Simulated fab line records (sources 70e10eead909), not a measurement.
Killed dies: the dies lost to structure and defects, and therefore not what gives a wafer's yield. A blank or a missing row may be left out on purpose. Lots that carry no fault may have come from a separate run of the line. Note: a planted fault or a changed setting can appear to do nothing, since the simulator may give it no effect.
Struck lot and sound lot, side by side	flow nand_harc	12 steps out of a route of 1302
Sound: the wafers L707.1, L707.3, L707.5. Struck: wafers L719.2, L719.3, L719.4. At the end, the cause is stated.
Each step with rows lists, per side, the tool, then ch with its chambers, then its first start. Under that, the readings that differ: sound wafers	struck wafers	difference of the means	sigmas: that difference in standard deviations of wafers without a fault.
alike: same words and numbers on both sides, and readings whose means sit less than 2 such deviations apart. not compared: any withheld reading, any reading some wafer has no value for, any bound like >300 that may hide the same value, and any number with overlapping values for which the record gives no deviation.
A row with sigmas, a row that says differs or no value, or rows on one side alone: a step with any of these is where the two part. Non-overlapping numbers with no deviation appear without sigmas and do not part them. A reading missing from all wafers of one side parts the sides only when that side holds two or more wafers.

first, 1 step without rows for these wafers: NHARC_A_CHANNEL_FILL_D2_ANNEAL_22 (time 7200 s).
NHARC_A_CHANNEL_FILL_D2_ALD_25: deposits SiOx, target thk 60 nm, pulse time 10 s, ald cycles 600.
  sound on ald_hk-04 ch 1,2,3, day 16 06:25; struck on ald_hk-01 ch 0,1,3, day 20 22:49
  alike: heater_power_w, precursor_pulse_height_rel
NHARC_A_CHANNEL_FILL_D2_ETCHBACK_08: etches the open film in C4F8, target depth 220 nm, time 110 s.
  sound on rie_diel-07 ch 0,1; struck on rie_diel-03 ch 0,1,2
  alike: oes_product_au, rf_vpp_V
  not compared: rf_hours_counter_h
NHARC_A_CHANNEL_FILL_D2_STRIP_29: strips in O2, time 20 s.
  sound on rie_diel-07 ch 0,1,2, day 16 10:54; struck on rie_diel-03 ch 1,2,3
  alike: drypump_motor_current_A, mfc_ar_sccm, oes_product_au, rf_vpp_V, showerhead_plenum_p_Torr, throttle_valve_pct
  not compared: rf_hours_counter_h
then, 3 steps without rows for these wafers: NHARC_A_CHANNEL_FILL_D2_PRECLEAN_30 (cleans in dHF, time 30 s); NHARC_A_CHANNEL_FILL_D2_SRD_31; NHARC_A_CHANNEL_FILL_D2_CVD_09 (deposits poly-Si, target thk 150 nm, time 3000 s).
NHARC_A_CHANNEL_FILL_D2_CMP_10: polishes, target thk 150 nm.
  sound on cmp-02 ch 0,1,3, day 16 16:37; struck on cmp-02 ch 1,2,3, day 21 10:20
  alike: motor_current_A, time_to_endpoint_s
  not compared: pad_life_wafers
then, 1 step without rows for these wafers: NHARC_A_CHANNEL_FILL_D2_SRD_12.
NHARC_A_CHANNEL_FILL_D2_RTA_24: time 5 s.
  sound on rtp_anneal-02 ch 0, day 16 17:34; struck on rtp_anneal-01 ch 0, day 21 11:10
reading	sound	struck	difference	sigmas
wafer_temp_C_max	1008.0 1006.7 1008.4	1002.0 1002.6 1002.6	-5.3	-3
  alike: lamp_power_pct
NHARC_A_CHANNEL_FILL_D2_INSPECT_13:
  sound: defect_inspect-01 at day 16 17:45; struck: defect_inspect-01 at day 21 11:20
  alike: raw_defect_count
then, 1 step without rows for these wafers: NHARC_END_SORT_01.

WHERE THEY PART
NHARC_A_CHANNEL_FILL_D2_RTA_24 only, going by this record. Later steps at which nothing parts them and some readings are alike: NHARC_A_CHANNEL_FILL_D2_INSPECT_13.

WHY: whatever the simulator had introduced
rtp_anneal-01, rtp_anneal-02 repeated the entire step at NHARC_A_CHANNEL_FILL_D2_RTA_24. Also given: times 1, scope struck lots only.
